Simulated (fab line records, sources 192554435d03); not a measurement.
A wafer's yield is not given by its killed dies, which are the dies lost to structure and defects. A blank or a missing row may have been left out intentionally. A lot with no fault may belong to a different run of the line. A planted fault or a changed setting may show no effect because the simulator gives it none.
Matching of chambers + flow n5_finfet + rie_diel-02 running N5_SD_EPI_P_ETCH_37: 4 sister chambers
The step etches SOC in N2/H2, overetch 108 nm, time 486 s. 18 wafers are shown with their chamber, then 9 later ones without.

== WAFERS, EACH WITH ITS CHAMBER ==
| wafer  | chamber | throttle_valve_pct (%) | drypump_motor_current_A (A) | showerhead_plenum_p_Torr (Torr) |
|--------|---------|------------------------|-----------------------------|---------------------------------|
| L076.1 | 1       | 23.4                   | 5.9                         | 2.47                            |
| L076.3 | 3       | 24.0                   | 5.0                         | 2.44                            |
| L076.6 | 1       | 23.4                   | 5.9                         | 2.47                            |
| L077.1 | 0       | 24.0                   | 6.0                         | 2.51                            |
| L077.3 | 2       | 23.5                   | 5.8                         | 2.54                            |
| L077.5 | 3       | 24.0                   | 5.0                         | 2.44                            |
| L084.1 | 0       | 24.0                   | 6.0                         | 2.51                            |
| L084.3 | 2       | 23.4                   | 5.8                         | 2.53                            |
| L084.4 | 1       | 23.4                   | 5.9                         | 2.46                            |
| L085.3 | 2       | 23.5                   | 5.8                         | 2.53                            |
| L085.5 | 0       | 24.0                   | 5.9                         | 2.51                            |
| L085.6 | 1       | 23.4                   | 5.9                         | 2.46                            |
| L086.1 | 2       | 23.5                   | 5.8                         | 2.53                            |
| L086.2 | 3       | 24.1                   | 5.1                         | 2.43                            |
| L086.5 | 2       | 23.5                   | 5.8                         | 2.53                            |
| L088.2 | 2       | 23.5                   | 5.7                         | 2.53                            |
| L088.3 | 1       | 23.4                   | 5.9                         | 2.46                            |
| L088.5 | 2       | 23.5                   | 5.8                         | 2.53                            |

SIGNATURES (means of the wafers above)
| reading                  | chamber 0 | chamber 1 | chamber 2 | chamber 3 | scatter within a chamber |
|--------------------------|-----------|-----------|-----------|-----------|--------------------------|
| throttle_valve_pct       | 24.000    | 23.400    | 23.486    | 24.033    | 0.033                    |
| drypump_motor_current_A  | 5.967     | 5.900     | 5.786     | 5.033     | 0.0396                   |
| showerhead_plenum_p_Torr | 2.5100    | 2.4640    | 2.5314    | 2.4367    | 0.00441                  |
Rule: distance of a wafer from a chamber = root of the sum over the readings of ((wafer's reading minus chamber's mean) / reading's scatter) squared. If the next closest chamber is less than 2 further off than the closest, the wafer can't be placed; otherwise it belongs to the closest. The scatter: the root of (the sum of the squares of (reading less its chamber's mean) over the shown wafers, divided by (wafers less chambers)).

== WAFERS MISSING THEIR CHAMBER ==
| wafer  | throttle_valve_pct (%) | drypump_motor_current_A (A) | showerhead_plenum_p_Torr (Torr) |
|--------|------------------------|-----------------------------|---------------------------------|
| L089.2 | 24.0                   | 6.0                         | 2.51                            |
| L089.4 | 24.1                   | 5.1                         | 2.43                            |
| L089.6 | 24.1                   | 5.1                         | 2.43                            |
| L091.2 | 23.5                   | 5.8                         | 2.53                            |
| L091.4 | 24.1                   | 5.1                         | 2.43                            |
| L091.6 | 24.0                   | 6.0                         | 2.51                            |
| L096.1 | 23.5                   | 5.7                         | 2.52                            |
| L096.2 | 23.4                   | 5.9                         | 2.46                            |
| L096.3 | 24.0                   | 6.0                         | 2.50                            |

== WHICH CHAMBER EACH ONE RAN IN ==
| wafer  | from the rows above | in truth |
|--------|---------------------|----------|
| L089.2 | 0                   | 0        |
| L089.4 | 3                   | 3        |
| L089.6 | 3                   | 3        |
| L091.2 | 2                   | 2        |
| L091.4 | 3                   | 3        |
| L091.6 | 0                   | 0        |
| L096.1 | 2                   | 2        |
| L096.2 | 1                   | 1        |
| L096.3 | 0                   | 0        |
Placed correctly: 9 of 9. Not placeable from these rows: 0. 0 placed wrongly.
